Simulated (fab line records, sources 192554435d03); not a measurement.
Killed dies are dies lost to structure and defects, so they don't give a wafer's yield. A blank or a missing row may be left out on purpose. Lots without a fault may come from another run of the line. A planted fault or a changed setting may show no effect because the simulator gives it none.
Problem report in the 8D (eight disciplines) form, filled by code | flow n5_finfet | the parts of the form that need people (team, actions taken, sign-off) are left out

1. THE PROBLEM
thk_nm at N5_FIN_SAQP_THK_MEAS_05 reads a mean of 29.9 nm on 2 wafers of 2 lots; wafers without a fault read 38.1 nm with a standard deviation of 0.43. That is -19 standard deviations from the usual mean.
First seen on wafer L240.3, day 5 04:07, on film_metro-02. The record holds 37 wafers of 14 lots with a number at this step. Rule for "out", or "out of limits": more than 4 standard deviations from the usual mean. The other wafers with a number count as sound.

2. WHAT IT IS AND WHAT IT IS NOT
question                    | is               | is not
which readings at this step | thk_nm           | -
which lots                  | L240, L244       | L227, L228, L229, L230, L231, L232, L233, L235, L247, L248, L249, L250
which wafers of those lots  | L240.3, L244.3   | L240.6, L244.1, L244.4
read on which gauges        | film_metro-02    | film_metro-01
when                        | from day 5 04:07 | up to then (22 sound wafers); but 13 sound wafers of L244, L247, L248, L249, L250 came after

3. SUSPECTS, AND WHAT RULES EACH OUT
Counting: a tool at a process step up to the reading stays a suspect if it ran every lot that is out. Sound lots after the first of them don't rule it out here, since some wafers of a struck lot are sound.
- the gauge at N5_FIN_SAQP_THK_MEAS_05: ruled out. All the wafers that are out were read on film_metro-02, but those of them that N5_FIN_SAQP_HM_OPEN_33 has rows for are out there too, on other tools.
- rie_diel-03 at N5_PMOS_HMC_CHANNEL_EPI_ETCH_32 (etches BARC in N2/H2, stops on SiO2, target depth 85.8 nm, time 50.3 s): kept. It ran every lot that is out, first L240 (day 4 23:38); its last sound lot up to then is L233 (day 3 05:05).
- rtp_anneal-01 at N5_FIN_SAQP_DENSIFY_62 (time 60 s): kept. It ran every lot that is out, first L240 (day 5 03:50); its last sound lot up to then is L235 (day 3 20:46).
- pecvd-04 at N5_FIN_SAQP_HM_DEP_03 (deposits SiNx from SiH4/NH3/N2, target thk 38 nm, time 33.6 s): kept. It ran every lot that is out, first L240 (day 5 04:01); its last sound lot up to then is L235 (day 3 20:58).
Left after counting: rie_diel-03 at N5_PMOS_HMC_CHANNEL_EPI_ETCH_32, rtp_anneal-01 at N5_FIN_SAQP_DENSIFY_62, pecvd-04 at N5_FIN_SAQP_HM_DEP_03.

4. THE CAUSE (what the simulator had put in)
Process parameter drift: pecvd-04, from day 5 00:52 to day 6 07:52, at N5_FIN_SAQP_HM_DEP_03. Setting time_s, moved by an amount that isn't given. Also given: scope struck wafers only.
Counting left 3 suspects, and this tool is among them.

5. THE CHAIN OF EFFECTS, in route order
Each row: a reading whose mean over the struck wafers that have a number lies more than 3 standard deviations from the usual. Only readings for which the record gives a usual standard deviation are gone through. hours: the time from each lot's start at the first step in this table that gives one to its start at this step, as a median over the lots. sigmas: the change in usual standard deviations.
hours | step                    | reading           | usual   | on struck wafers | change | sigmas
0     | N5_FIN_SAQP_THK_MEAS_05 | thk_nm            | 38.1 nm | 29.9             | -8.2   | -19
5     | N5_FIN_SAQP_HM_OPEN_33  | etch_rf_on_time_s | 69.5 s  | 54.5             | -15.0  | -13
The process steps in it:
- N5_FIN_SAQP_HM_OPEN_33: chemistry CH3F/O2, target SiNx, target depth 49.4 nm, time 70.6 s.
Later measuring or inspecting steps at which every struck wafer that the step has a row for has a number for every such reading, and none has moved that far: N5_BEOL_M4_RC_MEAS_101.

6. WHAT WOULD HAVE CAUGHT IT SOONER
In this record the first reading out of limits at a measuring or inspecting step was taken at day 5 04:07, 3 hours after the fault began at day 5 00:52.
Of the tool readings at N5_FIN_SAQP_HM_DEP_03 for which the record gives a usual standard deviation, none was out on any struck wafer, so an alarm limit of 4 standard deviations on them would not have fired.
Of the lots that are out (2), L244 began N5_FIN_SAQP_HM_DEP_03 on pecvd-04 after day 5 04:07. A hold on the tool at that time would have spared it.
